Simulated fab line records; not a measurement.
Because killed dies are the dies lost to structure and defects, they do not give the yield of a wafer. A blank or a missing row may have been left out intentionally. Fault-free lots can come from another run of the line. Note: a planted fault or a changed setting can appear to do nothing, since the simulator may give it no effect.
Chamber matching -- flow nandHarc -- NHARC_A_STAIRCASE_DEP_325 on pecvd-04 has 3 sister chambers
The step deposits SiO2, target thk 3800 nm. 6 wafers are shown with their chamber, then 8 later ones without.

== WAFERS PAIRED WITH THEIR CHAMBERS ==
wafer,chamber,heaterPowerW (W)
L083.4,2,508
L083.6,0,556
L084.4,2,517
L084.5,1,573
L084.6,0,559
L086.1,1,655

== WAFERS WHOSE CHAMBER IS MISSING ==
wafer,heaterPowerW (W)
L086.2,579
L086.3,617
L088.1,718
L088.5,511
L088.6,579
L092.2,660
L092.3,605
L092.6,566

== CHAMBER TAKEN BY EACH ==
wafer,from the rows above,in truth
L086.2,can't be placed: 0 or 1 or 2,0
L086.3,can't be placed: 1 or 0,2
L088.1,can't be placed: 1 or 0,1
L088.5,can't be placed: 2 or 0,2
L088.6,can't be placed: 0 or 1 or 2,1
L092.2,can't be placed: 1 or 0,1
L092.3,can't be placed: 1 or 0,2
L092.6,can't be placed: 0 or 1 or 2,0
Correctly placed: 0 of 8. Cannot be placed on the basis of these rows: 8; the candidates contain the true chamber in 6. Number placed wrongly: 0.
How it was worked out, from the rows above alone: a wafer's distance from a chamber is the root of the sum, over the readings, of the square of ((its reading less the chamber's mean) divided by the reading's scatter). If the next closest chamber is less than 2 further off than the closest, the wafer can't be placed; otherwise it belongs to the closest. A chamber's mean is the mean of its shown wafers. The scatter: the root of (the sum of the squares of (reading less its chamber's mean) over the shown wafers, divided by (wafers less chambers)).
